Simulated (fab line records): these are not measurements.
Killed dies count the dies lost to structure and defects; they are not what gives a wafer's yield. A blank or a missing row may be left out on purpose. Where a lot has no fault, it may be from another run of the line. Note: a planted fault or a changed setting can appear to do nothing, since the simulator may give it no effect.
Problem report in the 8D (eight disciplines) form, filled by code	flow nand_harc	the parts of the form that need people (team, actions taken, sign-off) are left out

## 1. PROBLEM STATEMENT
At NHARC_A_CHANNEL_HOLE_D1_CD_MEAS_10, cd_nm averages 94.8 nm over 6 wafers from 2 lots, while fault-free wafers read 99.7 nm, standard deviation 0.56. Measured from the usual mean, that is -8.7 standard deviations.
The step: target cd 100 nm.
First seen on wafer L830.1, day 12 14:17, on cd_sem-03. At this step, 24 wafers from 8 lots have a number in the record. The rule behind "out" and "out of limits": a value lying over 4 standard deviations away from the usual mean. Any other wafer with a number is counted as sound.

## 2. WHAT IT IS, AND WHAT IT ISN'T
question	is	is not
which readings at this step	cd_nm	-
which lots	L830, L833	L820, L824, L836, L839, L840, L842
which wafers of those lots	all that have a number	-
read on which gauges	cd_sem-02, cd_sem-03	cd_sem-01
when	from day 12 14:17	up to then (6 sound wafers); but 12 sound wafers of L836, L839, L840, L842 came after

## 3. SUSPECTS, AND WHAT RULES EACH OUT
Counting: any tool at a process step up to the reading is kept as a suspect provided that every lot that is out went through it and no sound lot did after the first of them.
- the gauge at NHARC_A_CHANNEL_HOLE_D1_CD_MEAS_10 has been ruled out. The wafers that are out were read on 2 gauges (cd_sem-02, cd_sem-03).
- litho_track-04 at NHARC_A_CHANNEL_HOLE_D1_PEB_08 (peb time 65 s): kept. It ran every lot that is out, first L830 (day 12 14:13), and no sound lot after that; its last sound lot up to then is L824 (day 10 04:04). Its own heater_power_total_W, plate_temp_C readings are out on those wafers.
Remaining after the count: litho_track-04 at NHARC_A_CHANNEL_HOLE_D1_PEB_08.

## 4. THE CAUSE (what the simulator had put in)
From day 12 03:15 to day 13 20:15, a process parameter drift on litho_track-04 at NHARC_A_CHANNEL_HOLE_D1_PEB_08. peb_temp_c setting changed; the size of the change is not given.
Counting left only this tool.

## 5. SEQUENCE OF EFFECTS, ordered by route
Each row: a reading where the mean over the struck wafers with a number is more than 3 standard deviations away from the usual. Only readings for which the record gives a usual standard deviation are gone through. hours: the time from each lot's start at the first step in this table that gives one to its start at this step, as a median over the lots. sigmas: the change in usual standard deviations.
hours	step	reading	usual	on struck wafers	change	sigmas
0	NHARC_A_CHANNEL_HOLE_D1_PEB_08	heater_power_total_W	156.6 W	152.7	-3.9	-9.5
0	NHARC_A_CHANNEL_HOLE_D1_PEB_08	plate_temp_C	100.00 C	98.11	-1.89	-15
0	NHARC_A_CHANNEL_HOLE_D1_CD_MEAS_10	cd_nm	99.7 nm	94.8	-4.9	-8.7
7	NHARC_A_CHANNEL_HOLE_D1_CD_MEAS_30	cd_nm	89.4 nm	83.6	-5.8	-4.8
7	NHARC_A_CHANNEL_HOLE_D1_XSEM_31	bot_cd_nm	73.9 nm	67.7	-6.2	-4.8
Here are the process steps it includes:
- NHARC_A_CHANNEL_HOLE_D1_PEB_08: peb time 65 s.
- NHARC_A_CHANNEL_HOLE_D1_XSEM_31
Later steps that measure or inspect, where all struck wafers having a row at the step show a number for every such reading and not one has moved that far: NHARC_END_WLT_00.

## 6. HOW IT WOULD HAVE BEEN CAUGHT EARLIER
Counted from the fault's start at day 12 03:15, it took 11 hours until the first out-of-limits reading at a measuring or inspecting step in this record, taken at day 12 14:17.
The tool's own readings at NHARC_A_CHANNEL_HOLE_D1_PEB_08 were out on every struck wafer that the step has a row for (heater_power_total_W, plate_temp_C): an alarm limit on them would have fired on the first of those.
Lots out: 2; of these, L833 started NHARC_A_CHANNEL_HOLE_D1_PEB_08 on litho_track-04 after day 12 14:17. A hold on the tool at that time would have spared it.
